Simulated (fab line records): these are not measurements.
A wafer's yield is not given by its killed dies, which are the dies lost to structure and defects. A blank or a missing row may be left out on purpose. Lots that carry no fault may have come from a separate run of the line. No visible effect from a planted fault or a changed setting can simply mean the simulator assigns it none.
fab line records -- flow nand-harc
record: lots: 12, wafers: 36, last-day: 34
route steps=1302 shown A_STAIRCASE@796 END@1302
lots that met no fault: from a run of the same line without faults
start-h: the number of hours between the record's first day and the start of the first shown wafer of the lot -- wait-h: hours elapsed since this lot's preceding step -- " identical to the entry in the row above -- L1.1+2: a single row standing in for several wafers -- - no value, or no start given -- * or withheld: withheld -- < > ~ a bound
route shown NAME@n: a module of which the file shows steps, and the number in the route of the first -- usual: mean/standard deviation taken from wafers without a fault -- same: alike in all rows -- chamber/n: place in a boat -- sites: the reading at each site -- _std_site: the values' standard deviation -- _edge_site: mean of outer sites minus mean of inner sites -- radius-mm: how far each site lies from the wafer's centre -- mask NAME#n: copy n -- behind: tool/chamber where the wafer was last shaped -- hold: what put the lot on hold/how long, in hours/how the hold closed -- device: whichever transistor did not switch (one of n, p or np) -- end of line: at the end of the route, the tests of the same wafers -- a step without rows: its recipe alone -- killed: the dies lost at the first sort to structure and to defects; this is not the yield of the wafer -- map: a wafer's dies, x killed, . not, _ none there
set.NAME: the run value of the setting; set.NAME@STEP: its run value at that earlier step -- model.NAME: the simulator's own value behind a step, which no gauge read
one table for each step of the route and one row for each wafer, over a sample of lots
services: a tool's chamber out of use, with start hour (start-h, from the record's first day; less than 0 if before it), hours out, and reason
== steps ==
step: NHARC_A_STAIRCASE_DEP_280
recipe: target-thk-a: 300, target-thk-nm: 30, temp-c: 400, pressure-torr: 3.5, flow-sccm: 200, rf-w: 350, material: SiON
usual: heater-power-w: 772/95
lot.wafer,tool,chamber,start-h,wait-h,heater-power-w
L893.3,pecvd-01,1,390.42,1.0,979
L893.2,pecvd-01,2,390.42,1.0,764
L893.4,pecvd-01,0,390.42,1.0,798
L895.1,pecvd-01,0,405.50,1.6,742
L895.5,pecvd-01,0,405.50,1.6,725
L895.6,pecvd-01,1,405.50,1.6,896
L896.1,pecvd-04,1,416.53,1.6,846
L896.6,pecvd-04,0,416.53,1.6,725
L896.4,pecvd-04,1,416.53,1.6,849
L897.1,pecvd-04,2,418.41,1.6,958
L897.4,pecvd-04,1,418.41,1.6,894
L897.5,pecvd-04,0,418.41,1.6,755
L901.2,pecvd-01,1,475.87,1.3,1006
L901.5,pecvd-01,1,475.87,1.3,982
L901.6,pecvd-01,2,475.87,1.3,864
L904.1,pecvd-02,1,487.24,1.6,668
L904.6,pecvd-02,0,487.24,1.6,634
L904.4,pecvd-02,2,487.24,1.6,856
L905.2,pecvd-01,1,523.03,1.3,747
L905.6,pecvd-01,2,523.03,1.3,735
L905.5,pecvd-01,0,523.03,1.3,787
L906.1,pecvd-04,1,527.60,1.5,785
L906.2,pecvd-04,2,527.60,1.5,928
L906.3,pecvd-04,0,527.60,1.5,717
L908.2,pecvd-04,2,535.83,1.2,779
L908.1,pecvd-04,1,535.83,1.2,779
L908.4,pecvd-04,0,535.83,1.2,722
L907.3,pecvd-02,2,537.68,0.9,722
L907.2,pecvd-02,0,537.68,0.9,698
L907.4,pecvd-02,0,537.68,0.9,698
L914.3,pecvd-02,0,608.38,1.0,686
L914.6,pecvd-02,2,608.38,1.0,844
L914.4,pecvd-02,1,608.38,1.0,593
L915.1,pecvd-01,1,615.90,1.6,762
L915.6,pecvd-01,0,615.90,1.6,673
L915.4,pecvd-01,1,615.90,1.6,796
step: NHARC_A_STAIRCASE_ETCH_292
recipe: cf4-flow-sccm: 100, chf3-flow-sccm: 30, ar-flow-sccm: 0, rf-w: 500, bias-w: 200, chemistry: CF4/CHF3
usual: drypump-motor-current-A: 5.90/0.28, oes-product-au: 0.937/0.02, rf-fwd-power-W: 497.0/1.6, rf-vpp-V: 369.5/2.6, showerhead-plenum-p-Torr: 1.54/0.072, throttle-valve-pct: 16.802/0.0099
lot.wafer,tool,chamber,start-h,wait-h,drypump-motor-current-A,oes-product-au,rf-fwd-power-W,rf-hours-counter-h,rf-vpp-V,showerhead-plenum-p-Torr,throttle-valve-pct
L893.3,rie-diel-06,0,391.54,0.1,5.17,0.921,496.4,22,371.2,1.58,16.807
L893.2,rie-diel-06,1,391.54,0.1,6.04,0.971,495.5,4,372.6,1.62,16.807
L893.4,rie-diel-06,2,391.54,0.1,6.19,0.906,498.7,22,369.5,1.52,16.804
L895.1,rie-diel-06,1,406.93,0.3,6.01,0.938,494.4,10,372.9,1.62,16.794
L895.6,rie-diel-06,3,406.93,0.3,5.77,0.926,497.1,-,374.4,1.69,16.804
L895.5,rie-diel-06,0,406.93,0.3,5.18,0.908,500.1,-,370.6,1.57,16.786
L896.4,rie-diel-04,1,417.57,0.1,5.97,0.937,496.2,18,367.5,1.51,16.794
L896.1,rie-diel-04,2,417.57,0.1,6.12,0.919,497.0,20,368.2,1.50,16.803
L896.6,rie-diel-04,1,417.57,0.1,5.97,0.934,498.5,-,368.7,1.51,16.807
L897.4,rie-diel-02,1,419.41,0.1,5.78,0.930,497.5,5,369.9,1.51,16.803
L897.1,rie-diel-02,3,419.41,0.1,6.12,0.916,497.4,8,367.5,1.48,16.793
L897.5,rie-diel-02,0,419.41,0.1,5.89,0.913,498.2,-,367.1,1.48,16.791
L901.2,rie-diel-04,0,476.79,0.1,5.68,0.929,497.1,35,366.0,1.48,16.799
L901.5,rie-diel-04,0,476.79,0.1,5.66,0.932,496.8,-,366.5,1.48,16.803
L901.6,rie-diel-04,1,476.79,0.1,5.90,0.925,495.9,-,366.5,1.51,16.805
L904.4,rie-diel-02,2,488.41,0.2,6.08,0.936,498.6,27,370.5,1.58,16.812
L904.1,rie-diel-02,0,488.41,0.2,5.94,0.924,495.6,21,367.4,1.48,16.819
L904.6,rie-diel-02,2,488.41,0.2,6.10,0.936,498.8,-,370.3,1.58,16.811
L905.2,rie-diel-02,2,524.07,0.1,6.11,0.995,500.2,38,371.9,1.58,16.798
L905.5,rie-diel-02,3,524.07,0.1,6.07,0.975,495.6,-,366.8,1.47,16.805
L905.6,rie-diel-02,0,524.07,0.1,5.94,0.964,497.7,-,366.5,1.48,16.806
L906.1,rie-diel-02,0,528.54,0.1,5.93,0.919,501.0,31,366.6,1.48,16.791
L906.2,rie-diel-02,1,528.54,0.1,5.80,0.927,496.5,37,368.2,1.50,16.780
L906.3,rie-diel-02,3,528.54,0.1,6.13,0.916,497.0,41,366.4,1.47,16.801
L908.2,rie-diel-02,0,536.89,0.1,5.91,0.920,500.5,32,366.0,1.48,16.805
L908.4,rie-diel-02,1,536.89,0.1,5.79,0.935,498.0,38,366.7,1.50,16.804
L908.1,rie-diel-02,2,536.89,0.1,6.11,0.927,497.6,41,370.1,1.57,16.799
L907.4,rie-diel-06,0,543.96,3.6,5.14,0.924,496.8,11,368.4,1.57,16.787
L907.3,rie-diel-06,1,543.96,3.6,6.01,0.939,497.6,17,372.3,1.61,16.803
L907.2,rie-diel-06,2,543.96,3.6,6.19,0.933,497.8,21,368.3,1.51,16.798
L914.4,rie-diel-04,2,609.46,0.1,6.12,0.973,496.6,21,367.3,1.48,16.803
L914.3,rie-diel-04,3,609.46,0.1,6.10,0.989,497.3,18,375.5,1.70,16.804
L914.6,rie-diel-04,1,609.46,0.1,5.95,0.978,496.7,-,367.8,1.50,16.796
L915.1,rie-diel-04,1,618.02,0.1,5.95,0.928,497.5,25,368.0,1.50,16.822
L915.4,rie-diel-04,3,618.02,0.1,6.09,0.926,495.3,21,373.5,1.69,16.816
L915.6,rie-diel-04,2,618.02,0.1,6.13,0.930,496.9,-,367.2,1.48,16.791
step: NHARC_A_STAIRCASE_ETCH_315
recipe: target-depth-a: 25000, time-s: 607.1, ion-energy-ev: 800, c4f8-flow-sccm: 80, o2-flow-sccm: 60, ar-flow-sccm: withheld, rf-w: 600, bias-w: 3000, chemistry: C4F8/O2/Ar
usual: oes-product-au: 0.932/0.012, rf-fwd-power-W: 599.0/1.8, rf-vpp-V: 1819/11
lot.wafer,tool,chamber,start-h,wait-h,oes-product-au,rf-fwd-power-W,rf-hours-counter-h,rf-vpp-V
L893.2,rie-diel-06,1,400.13,-,0.941,596.4,8,1834
L893.4,rie-diel-06,2,400.13,-,0.904,598.5,26,1818
L893.3,rie-diel-06,3,400.13,-,0.935,597.8,25,1847
L895.1,rie-diel-06,1,415.76,-,0.934,599.3,14,1835
L895.5,rie-diel-06,2,415.76,-,0.914,602.8,-,1819
L895.6,rie-diel-06,3,415.76,-,0.939,602.0,-,1846
L896.4,rie-diel-02,0,423.17,-,0.954,600.6,7,1811
L896.1,rie-diel-02,1,423.17,-,0.958,594.6,6,1816
L896.6,rie-diel-02,0,423.17,-,0.952,598.7,-,1811
L897.1,rie-diel-06,2,426.75,-,0.924,600.8,34,1819
L897.4,rie-diel-06,3,426.75,-,0.944,596.4,34,1846
L897.5,rie-diel-06,1,426.75,-,0.956,600.8,-,1835
L901.2,rie-diel-04,1,483.08,-,0.928,598.0,37,1814
L901.5,rie-diel-04,2,483.08,-,0.919,600.2,-,1813
L901.6,rie-diel-04,3,483.08,-,0.921,599.9,-,1808
L904.1,rie-diel-02,0,496.19,-,0.925,598.3,23,1811
L904.4,rie-diel-02,2,496.19,-,0.940,600.1,30,1828
L904.6,rie-diel-02,3,496.19,-,0.927,597.9,-,1810
L905.2,rie-diel-02,0,532.89,-,1.144,838.8,32,1809
L905.5,rie-diel-02,0,532.89,-,1.139,841.4,-,1811
L905.6,rie-diel-02,1,532.89,-,1.156,841.2,-,1814
L906.3,rie-diel-06,1,535.57,-,0.938,596.9,10,1834
L906.1,rie-diel-06,3,535.57,-,0.921,600.1,13,1846
L906.2,rie-diel-06,0,535.57,-,0.917,597.1,7,1826
L908.1,rie-diel-02,1,545.17,-,1.162,841.2,41,1815
L908.2,rie-diel-02,2,545.17,-,1.157,838.1,46,1826
L908.4,rie-diel-02,3,545.17,-,1.153,839.3,48,1811
L907.3,rie-diel-04,0,550.27,-,0.944,598.7,2,1810
L907.2,rie-diel-04,1,550.27,-,0.936,598.2,3,1814
L907.4,rie-diel-04,2,550.27,-,0.917,598.8,3,1811
L914.4,rie-diel-06,0,626.25,-,0.916,599.3,34,1825
L914.3,rie-diel-06,2,626.25,-,0.921,597.4,43,1815
L914.6,rie-diel-06,0,626.25,-,0.920,597.3,-,1823
L915.1,rie-diel-02,0,629.21,-,0.927,598.8,18,1809
L915.4,rie-diel-02,3,629.21,-,0.934,598.5,19,1810
L915.6,rie-diel-02,1,629.21,-,0.931,598.7,-,1813
step: NHARC_A_STAIRCASE_ALD_415
recipe: target-thk-a: 300, pulse-time-s: 6, ald-cycles: 300, temp-c: 300, material: SiO2
usual: heater-power-w: 502/30, precursor-pulse-height-rel: 1.004/0.018
lot.wafer,tool,chamber,start-h,wait-h,heater-power-w,precursor-pulse-height-rel
L893.3,ald-hk-01,3,401.42,0.1,506,0.993
L893.2,ald-hk-01,0,401.42,0.1,468,0.984
L893.4,ald-hk-01,1,401.42,0.1,454,1.002
L895.1,ald-hk-01,1,416.89,0.1,460,0.992
L895.5,ald-hk-01,1,416.89,0.1,460,1.003
L895.6,ald-hk-01,2,416.89,0.1,505,1.009
L896.4,ald-hk-02,1,424.66,0.3,483,0.985
L896.1,ald-hk-02,2,424.66,0.3,515,0.962
L896.6,ald-hk-02,0,424.66,0.3,514,0.987
L897.1,ald-hk-04,2,428.21,0.3,521,1.006
L897.4,ald-hk-04,0,428.21,0.3,559,1.002
L897.5,ald-hk-04,1,428.21,0.3,470,1.006
L901.2,ald-hk-04,2,484.44,0.3,535,1.019
L901.6,ald-hk-04,1,484.44,0.3,462,0.981
L901.5,ald-hk-04,2,484.44,0.3,550,1.041
L904.4,ald-hk-04,1,497.64,0.3,459,1.020
L904.1,ald-hk-04,3,497.64,0.3,462,1.020
L904.6,ald-hk-04,1,497.64,0.3,449,0.985
L905.2,ald-hk-01,2,534.84,0.8,491,1.012
L905.5,ald-hk-01,3,534.84,0.8,497,1.048
L905.6,ald-hk-01,0,534.84,0.8,476,1.019
L906.1,ald-hk-01,3,537.29,0.5,502,1.009
L906.3,ald-hk-01,0,537.29,0.5,478,1.024
L906.2,ald-hk-01,1,537.29,0.5,483,1.054
L908.2,ald-hk-02,2,546.39,0.1,511,0.987
L908.4,ald-hk-02,3,546.39,0.1,522,1.022
L908.1,ald-hk-02,1,546.39,0.1,493,0.989
L907.3,ald-hk-01,2,551.53,0.1,496,1.007
L907.2,ald-hk-01,0,551.53,0.1,470,1.019
L907.4,ald-hk-01,1,551.53,0.1,486,1.003
L914.3,ald-hk-01,1,627.76,0.3,501,1.024
L914.4,ald-hk-01,2,627.76,0.3,492,1.006
L914.6,ald-hk-01,0,627.76,0.3,469,0.981
L915.4,ald-hk-04,2,630.93,0.5,525,0.995
L915.1,ald-hk-04,3,630.93,0.5,446,0.990
L915.6,ald-hk-04,1,630.93,0.5,475,0.995
step: NHARC_END_SORT_01
recipe: temp-c: 25
usual: killed-at-array: 58/20, killed-at-other: 0.8/1, killed-at-periphery: 4.6/2.8, killed-dies: 63/19, killed-open: 3.4/2, killed-short: 2.4/1.8
same: gross-dies: 677
lot.wafer,tool,chamber,start-h,wait-h,killed-at-array,killed-at-other,killed-at-periphery,killed-dies,killed-open,killed-short
L893.2,prober-02,0,581.05,2.8,74,1,4,79,2,3
L893.3,prober-02,0,581.85,3.1,68,0,8,76,5,2
L893.4,prober-02,0,582.65,3.4,76,0,3,79,1,1
L895.1,prober-01,0,588.05,2.5,62,0,2,64,2,1
L895.5,prober-01,0,591.20,3.6,47,2,4,53,9,6
L895.6,prober-01,0,591.99,3.9,81,1,2,84,4,4
L896.1,prober-01,0,597.67,2.5,28,4,11,43,2,4
L896.4,prober-01,0,600.06,3.4,28,3,7,38,1,2
L896.6,prober-01,0,601.65,4.0,21,2,8,31,3,2
L897.1,prober-02,0,597.70,2.5,73,1,3,77,8,1
L897.4,prober-02,0,600.11,3.4,67,1,8,76,4,1
L897.5,prober-02,0,600.91,3.7,63,5,7,75,2,7
L901.2,prober-02,0,656.43,2.8,47,2,6,55,6,1
L901.5,prober-02,0,658.83,3.7,59,1,3,63,2,0
L901.6,prober-02,0,659.64,4.0,47,1,5,53,1,2
L904.1,prober-01,0,678.96,2.5,42,0,3,45,3,2
L904.4,prober-01,0,681.35,3.4,37,1,1,39,8,2
L904.6,prober-01,0,682.94,4.0,29,1,6,36,3,2
L905.2,prober-02,0,702.10,2.8,89,0,4,93,5,1
L905.5,prober-02,0,704.52,3.7,75,2,6,83,9,0
L905.6,prober-02,0,705.33,4.0,97,0,0,97,3,1
L907.2,prober-01,0,717.74,2.8,108,1,3,112,4,2
L907.3,prober-01,0,718.53,3.1,105,2,3,110,3,1
L907.4,prober-01,0,719.32,3.4,91,0,6,97,7,2
L906.1,prober-02,0,726.55,2.5,33,1,3,37,2,2
L906.2,prober-02,0,727.36,2.8,36,2,4,42,5,3
L906.3,prober-02,0,728.17,3.1,26,2,6,34,4,2
L908.1,prober-01,0,726.57,2.5,67,1,1,69,3,4
L908.2,prober-01,0,727.37,2.8,46,0,3,49,4,0
L908.4,prober-01,0,728.98,3.4,40,1,1,42,0,0
L915.1,prober-01,0,801.57,2.5,60,1,2,63,2,1
L915.4,prober-01,0,803.99,3.4,73,0,3,76,7,1
L915.6,prober-01,0,805.60,4.0,82,0,4,86,6,0
L914.3,prober-02,0,803.22,3.1,71,0,4,75,0,0
L914.4,prober-02,0,804.01,3.4,71,2,6,79,4,6
L914.6,prober-02,0,805.61,4.0,72,0,7,79,2,2
killed by level:class
L893.2 A_CHANNEL_HOLE_D1:chamber-film-flake=39 A_CHANNEL_HOLE_D2:chamber-film-flake=21 P_GATE:chamber-film-flake=2 A_SLIT:chamber-film-flake=2 A_CHANNEL_FILL_D2:chamber-film-flake=2 A_STAIRCASE:chamber-film-flake=2 A_CONTACT:chamber-film-flake=2 P_STI:geometric-particle:short=1
L893.3 A_CHANNEL_HOLE_D2:chamber-film-flake=24 A_CHANNEL_HOLE_D1:chamber-film-flake=23 A_STAIRCASE:chamber-film-flake=6 P_GATE:chamber-film-flake=4 A_CHANNEL_FILL_D2:chamber-film-flake=3 P_ZERO_WELL:chamber-film-flake=2 A_SLIT:chamber-film-flake=2 A_CONTACT:chamber-film-flake=2
L893.4 A_CHANNEL_HOLE_D1:chamber-film-flake=32 A_CHANNEL_HOLE_D2:chamber-film-flake=24 A_CONTACT:chamber-film-flake=6 A_STAIRCASE:chamber-film-flake=3 P_ZERO_WELL:chamber-film-flake=2 A_ZERO_WELL:chamber-film-flake=2 A_DECK1_JOINT:chamber-film-flake=2 A_CHANNEL_FILL_D2:chamber-film-flake=2
L895.1 A_CHANNEL_HOLE_D2:chamber-film-flake=35 A_SLIT:chamber-film-flake=15 A_BONDPAD:chamber-film-flake=4 A_CHANNEL_HOLE_D1:chamber-film-flake=3 A_CONTACT:chamber-film-flake=2 P_M0:geometric-particle:short=1 P_M1:geometric-particle:open=1 A_BLC:geometric-particle:open=1
L895.5 A_CHANNEL_HOLE_D2:chamber-film-flake=16 A_SLIT:chamber-film-flake=8 A_BONDPAD:chamber-film-flake=5 A_CONTACT:chamber-film-flake=4 A_M0:geometric-particle:open=3 A_CHANNEL_HOLE_D1:chamber-film-flake=2 THIN_TSV:chamber-film-flake=2 P_ZERO_WELL:geometric-particle:open=1
L895.6 A_CHANNEL_HOLE_D2:chamber-film-flake=35 A_SLIT:chamber-film-flake=24 A_BONDPAD:chamber-film-flake=6 A_CHANNEL_FILL_D1:chamber-film-flake=3 A_WL_FILL:geometric-particle:short=2 A_WL_FILL:chamber-film-flake=2 P_M1:geometric-particle:open=1 A_CHANNEL_FILL_D1:geometric-particle:open=1
L896.1 A_CHANNEL_HOLE_D1:chamber-film-flake=10 P_BONDPAD:chamber-film-flake=8 A_CHANNEL_HOLE_D2:chamber-film-flake=5 A_CONTACT:chamber-film-flake=4 THIN_TSV:chamber-film-flake=4 A_SGD_CUT:geometric-particle:short=2 P_GATE:chamber-film-flake=2 A_DECK1_JOINT:chamber-film-flake=2
L897.1 A_CHANNEL_HOLE_D2:chamber-film-flake=35 A_SLIT:chamber-film-flake=17 A_STAIRCASE:chamber-film-flake=5 A_CHANNEL_HOLE_D1:chamber-film-flake=3 A_CHANNEL_FILL_D1:chamber-film-flake=3 P_STI:chamber-film-flake=2 A_CONTACT:chamber-film-flake=2 P_M0:geometric-particle:open=1
L896.4 A_CHANNEL_HOLE_D1:chamber-film-flake=12 A_CHANNEL_HOLE_D2:chamber-film-flake=8 P_BONDPAD:chamber-film-flake=4 THIN_TSV:chamber-film-flake=3 A_CHANNEL_FILL_D2:chamber-film-flake=2 P_CONTACT:geometric-particle:open=1 A_DECK1_JOINT:geometric-particle:short=1 A_SGD_CUT:geometric-particle:short=1
L897.4 A_CHANNEL_HOLE_D2:chamber-film-flake=35 A_SLIT:chamber-film-flake=21 P_GATE:chamber-film-flake=6 A_STAIRCASE:chamber-film-flake=3 A_ONON_D2:geometric-particle:open=2 A_CHANNEL_FILL_D1:chamber-film-flake=2 P_M2:geometric-particle:open=1 A_CHANNEL_FILL_D1:geometric-particle:short=1
L897.5 A_CHANNEL_HOLE_D2:chamber-film-flake=31 A_SLIT:chamber-film-flake=18 THIN_TSV:chamber-film-flake=5 A_STAIRCASE:chamber-film-flake=4 P_GATE:chamber-film-flake=3 P_BONDPAD:chamber-film-flake=2 A_CONTACT:chamber-film-flake=2 P_CONTACT:geometric-particle:short=1
L896.6 A_CHANNEL_HOLE_D1:chamber-film-flake=7 A_CHANNEL_HOLE_D2:chamber-film-flake=6 P_GATE:chamber-film-flake=4 P_BONDPAD:chamber-film-flake=2 A_SLIT:chamber-film-flake=2 A_CONTACT:chamber-film-flake=2 THIN_TSV:chamber-film-flake=2 P_CONTACT:geometric-particle:open=1
L901.2 A_SLIT:chamber-film-flake=24 A_CHANNEL_HOLE_D2:chamber-film-flake=14 P_CONTACT:chamber-film-flake=4 P_CONTACT:geometric-particle:open=1 A_DECK1_JOINT:geometric-particle:open=1 A_ONON_D2:geometric-particle:open=1 A_CHANNEL_FILL_D2:geometric-particle:open=1 A_CONTACT:geometric-particle:open=1
L901.5 A_SLIT:chamber-film-flake=41 A_CHANNEL_HOLE_D2:chamber-film-flake=12 A_CHANNEL_HOLE_D1:chamber-film-flake=2 A_DECK1_JOINT:chamber-film-flake=2 P_M0:geometric-particle:open=1 A_M0:geometric-particle:open=1 P_ZERO_WELL:chamber-film-flake=1 P_CONTACT:chamber-film-flake=1
L901.6 A_SLIT:chamber-film-flake=27 A_CHANNEL_HOLE_D2:chamber-film-flake=16 P_CONTACT:chamber-film-flake=3 P_M0:geometric-particle:short=1 P_M1:geometric-particle:open=1 A_BLC:geometric-particle:short=1 A_DECK1_JOINT:chamber-film-flake=1 A_CHANNEL_FILL_D2:chamber-film-flake=1
L904.1 A_CHANNEL_HOLE_D2:chamber-film-flake=23 A_CHANNEL_HOLE_D1:chamber-film-flake=6 A_CONTACT:chamber-film-flake=3 P_BONDPAD:chamber-film-flake=2 A_STAIRCASE:chamber-film-flake=2 A_ONON_D1:geometric-particle:short=1 A_CHANNEL_FILL_D1:geometric-particle:open=1 A_ONON_D2:geometric-particle:short=1
L904.4 A_CHANNEL_HOLE_D2:chamber-film-flake=15 A_CHANNEL_HOLE_D1:chamber-film-flake=6 A_CHANNEL_FILL_D1:geometric-particle:open=2 A_ZERO_WELL:chamber-film-flake=2 A_STAIRCASE:chamber-film-flake=2 A_ONON_D2:geometric-particle:open=1 A_CHANNEL_FILL_D2:geometric-particle:open=1 A_CHANNEL_FILL_D2:geometric-particle:short=1
L904.6 A_CHANNEL_HOLE_D2:chamber-film-flake=14 A_CHANNEL_HOLE_D1:chamber-film-flake=5 A_STAIRCASE:chamber-film-flake=4 A_CONTACT:chamber-film-flake=2 P_CONTACT:geometric-particle:open=1 P_M0:geometric-particle:open=1 A_ONON_D1:geometric-particle:short=1 A_CHANNEL_FILL_D2:geometric-particle:short=1
L905.2 A_CHANNEL_HOLE_D1:chamber-film-flake=31 A_CHANNEL_HOLE_D2:chamber-film-flake=30 A_SLIT:chamber-film-flake=24 P_CONTACT:geometric-particle:open=2 P_STI:chamber-film-flake=2 A_CHANNEL_FILL_D1:geometric-particle:short=1 A_ONON_D2:geometric-particle:open=1 A_CHANNEL_FILL_D2:geometric-particle:open=1
L905.5 A_CHANNEL_HOLE_D2:chamber-film-flake=30 A_CHANNEL_HOLE_D1:chamber-film-flake=24 A_SLIT:chamber-film-flake=12 P_M0:chamber-film-flake=2 P_CONTACT:geometric-particle:open=1 P_M0:geometric-particle:open=1 P_BONDPAD:geometric-particle:open=1 A_ONON_D1:geometric-particle:open=1
L905.6 A_SLIT:chamber-film-flake=34 A_CHANNEL_HOLE_D1:chamber-film-flake=32 A_CHANNEL_HOLE_D2:chamber-film-flake=20 A_STAIRCASE:chamber-film-flake=3 A_CONTACT:chamber-film-flake=3 A_DECK1_JOINT:geometric-particle:open=1 A_ONON_D2:geometric-particle:short=1 A_ONON_D2:geometric-particle:open=1
L907.2 A_SLIT:chamber-film-flake=36 A_CHANNEL_HOLE_D1:chamber-film-flake=33 A_CHANNEL_HOLE_D2:chamber-film-flake=16 A_CONTACT:chamber-film-flake=11 A_SGD_CUT:chamber-film-flake=4 A_CHANNEL_FILL_D1:geometric-particle:open=2 P_M1:chamber-film-flake=2 A_ONON_D1:geometric-particle:open=1
L907.3 A_CHANNEL_HOLE_D1:chamber-film-flake=34 A_SLIT:chamber-film-flake=30 A_CHANNEL_HOLE_D2:chamber-film-flake=21 A_CONTACT:chamber-film-flake=10 A_SGD_CUT:chamber-film-flake=4 A_BLC:geometric-particle:open=2 P_M1:chamber-film-flake=2 A_STAIRCASE:chamber-film-flake=2
L907.4 A_SLIT:chamber-film-flake=34 A_CONTACT:chamber-film-flake=17 A_CHANNEL_HOLE_D1:chamber-film-flake=15 A_CHANNEL_HOLE_D2:chamber-film-flake=11 A_SGD_CUT:chamber-film-flake=5 P_M2:chamber-film-flake=3 A_SOURCE_PLATE:geometric-particle:open=2 P_CONTACT:geometric-particle:open=1
L906.1 A_CHANNEL_HOLE_D1:chamber-film-flake=14 A_SLIT:chamber-film-flake=5 A_CONTACT:chamber-film-flake=3 P_M1:chamber-film-flake=2 A_DECK1_JOINT:chamber-film-flake=2 A_CHANNEL_FILL_D2:chamber-film-flake=2 A_STAIRCASE:chamber-film-flake=2 A_CHANNEL_FILL_D1:geometric-particle:short=1
L908.1 A_SLIT:chamber-film-flake=35 A_CHANNEL_HOLE_D1:chamber-film-flake=10 A_CONTACT:chamber-film-flake=6 A_BLC:chamber-film-flake=5 A_CHANNEL_FILL_D1:geometric-particle:short=2 A_STAIRCASE:chamber-film-flake=2 A_CHANNEL_FILL_D1:geometric-particle:open=1 A_DECK1_JOINT:geometric-particle:short=1
L906.2 A_CHANNEL_HOLE_D1:chamber-film-flake=12 A_SLIT:chamber-film-flake=4 A_DECK1_JOINT:geometric-particle:open=3 P_M1:chamber-film-flake=3 A_CHANNEL_FILL_D1:chamber-film-flake=3 A_WL_FILL:chamber-film-flake=3 A_CONTACT:chamber-film-flake=3 A_WL_FILL:geometric-particle:short=2
L908.2 A_SLIT:chamber-film-flake=25 A_CHANNEL_HOLE_D1:chamber-film-flake=13 A_CONTACT:chamber-film-flake=3 A_SGD_CUT:chamber-film-flake=2 P_M0:geometric-particle:open=1 P_M1:geometric-particle:open=1 A_ONON_D1:geometric-particle:open=1 A_BLC:geometric-particle:open=1
L906.3 A_CHANNEL_HOLE_D1:chamber-film-flake=8 P_M1:chamber-film-flake=5 A_SLIT:chamber-film-flake=4 A_SGD_CUT:geometric-particle:open=2 A_WL_FILL:geometric-particle:short=2 A_CHANNEL_FILL_D1:chamber-film-flake=2 A_DECK1_JOINT:chamber-film-flake=2 THIN_TSV:chamber-film-flake=2
L908.4 A_SLIT:chamber-film-flake=21 A_CHANNEL_HOLE_D1:chamber-film-flake=5 A_CONTACT:chamber-film-flake=5 A_BLC:chamber-film-flake=3 A_CHANNEL_FILL_D1:chamber-film-flake=2 A_CHANNEL_FILL_D2:chamber-film-flake=2 P_GATE:chamber-film-flake=1 A_STAIRCASE:chamber-film-flake=1
L915.1 A_SLIT:chamber-film-flake=27 A_CHANNEL_HOLE_D2:chamber-film-flake=15 A_CHANNEL_HOLE_D1:chamber-film-flake=9 A_CONTACT:chamber-film-flake=7 P_M1:geometric-particle:short=1 A_ONON_D1:geometric-particle:open=1 A_CHANNEL_FILL_D1:geometric-particle:open=1 P_ZERO_WELL:chamber-film-flake=1
L914.3 A_SLIT:chamber-film-flake=35 A_CHANNEL_HOLE_D2:chamber-film-flake=17 A_CHANNEL_HOLE_D1:chamber-film-flake=8 A_DECK1_JOINT:chamber-film-flake=4 A_WL_FILL:chamber-film-flake=3 P_GATE:chamber-film-flake=2 P_BONDPAD:chamber-film-flake=2 A_STAIRCASE:chamber-film-flake=2
L915.4 A_CHANNEL_HOLE_D2:chamber-film-flake=24 A_SLIT:chamber-film-flake=20 A_CHANNEL_HOLE_D1:chamber-film-flake=11 A_CONTACT:chamber-film-flake=7 A_STAIRCASE:chamber-film-flake=3 P_CONTACT:geometric-particle:open=2 A_CHANNEL_FILL_D1:geometric-particle:open=2 A_CHANNEL_FILL_D2:geometric-particle:open=1
L914.4 A_CHANNEL_HOLE_D2:chamber-film-flake=24 A_SLIT:chamber-film-flake=22 A_CHANNEL_HOLE_D1:chamber-film-flake=9 P_BONDPAD:chamber-film-flake=5 A_WL_FILL:chamber-film-flake=4 A_SOURCE_PLATE:geometric-particle:short=2 A_DECK1_JOINT:geometric-particle:short=2 A_WL_FILL:geometric-particle:short=2
L915.6 A_CHANNEL_HOLE_D2:chamber-film-flake=25 A_SLIT:chamber-film-flake=22 A_CHANNEL_HOLE_D1:chamber-film-flake=21 A_CONTACT:chamber-film-flake=8 A_WL_FILL:geometric-particle:open=2 P_ZERO_WELL:chamber-film-flake=2 P_M0:geometric-particle:open=1 A_CHANNEL_HOLE_D2:geometric-particle:open=1
L914.6 A_CHANNEL_HOLE_D2:chamber-film-flake=26 A_SLIT:chamber-film-flake=21 A_CHANNEL_HOLE_D1:chamber-film-flake=15 P_BONDPAD:chamber-film-flake=5 A_DECK1_JOINT:chamber-film-flake=3 A_CONTACT:geometric-particle:open=2 A_STAIRCASE:chamber-film-flake=2 A_WL_FILL:chamber-film-flake=2
== services ==
tool,chamber,start-h,hours,kind
rie-diel-02,-,393.77,9.0,pm
pecvd-04,-,403.19,1.4,repair
pecvd-02,1,405.17,5.9,repair
pecvd-04,-,411.81,0.8,repair
ald-hk-04,-,435.58,10.0,pm
pecvd-04,-,450.00,13.0,pm
ald-hk-01,-,478.62,10.0,pm
rie-diel-06,-,485.34,9.0,pm
pecvd-01,-,492.08,0.7,repair
pecvd-01,-,492.79,13.0,pm
rie-diel-02,2,500.57,1.9,repair
rie-diel-04,2,506.47,6.2,repair
ald-hk-04,-,510.36,0.5,repair
rie-diel-06,0,524.67,9.9,repair
rie-diel-04,-,532.18,9.0,pm
ald-hk-01,-,540.66,0.9,repair
rie-diel-06,1,551.05,2.3,repair
pecvd-04,0,562.97,4.6,repair
rie-diel-06,0,565.19,10.4,repair
rie-diel-02,-,573.36,9.0,pm
rie-diel-06,2,589.06,6.9,repair
rie-diel-06,1,611.16,8.6,repair
ald-hk-04,-,613.58,10.0,pm
pecvd-04,-,631.00,13.0,pm
== key ==
first-sign: step: NHARC_A_STAIRCASE_ETCH_315, reading: rf-fwd-power-W, direction: up, sigmas: 99+, usual: *, struck: *
effect: step: NHARC_A_STAIRCASE_ETCH_315, reading: oes-product-au, direction: up, sigmas: 18, usual: 0.932, struck: 1.152
met-at NHARC_A_STAIRCASE_ETCH_315
struck-lots L905,L908
tester-left-out L905,L908
not-acting-at NHARC_A_STAIRCASE_DEP_280,NHARC_A_STAIRCASE_ETCH_292,NHARC_A_STAIRCASE_ALD_415
onset-between 496.19 532.89
fault: kind: process-parameter-drift, tool: rie-diel-02, chamber: -, onset-h: 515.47, steps: NHARC_A_STAIRCASE_ETCH_315, channel: rf-w, offset: *, shape: step, end-h: 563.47, acts-in: *, stated: *
tester-left-out: of these lots the tester's yield and bins aren't shown, on N5 and GAA mostly nor the transistor test; their killed dies are dies lost to structure and defects alone, not to doping, threshold or leakage, so they don't give the yield
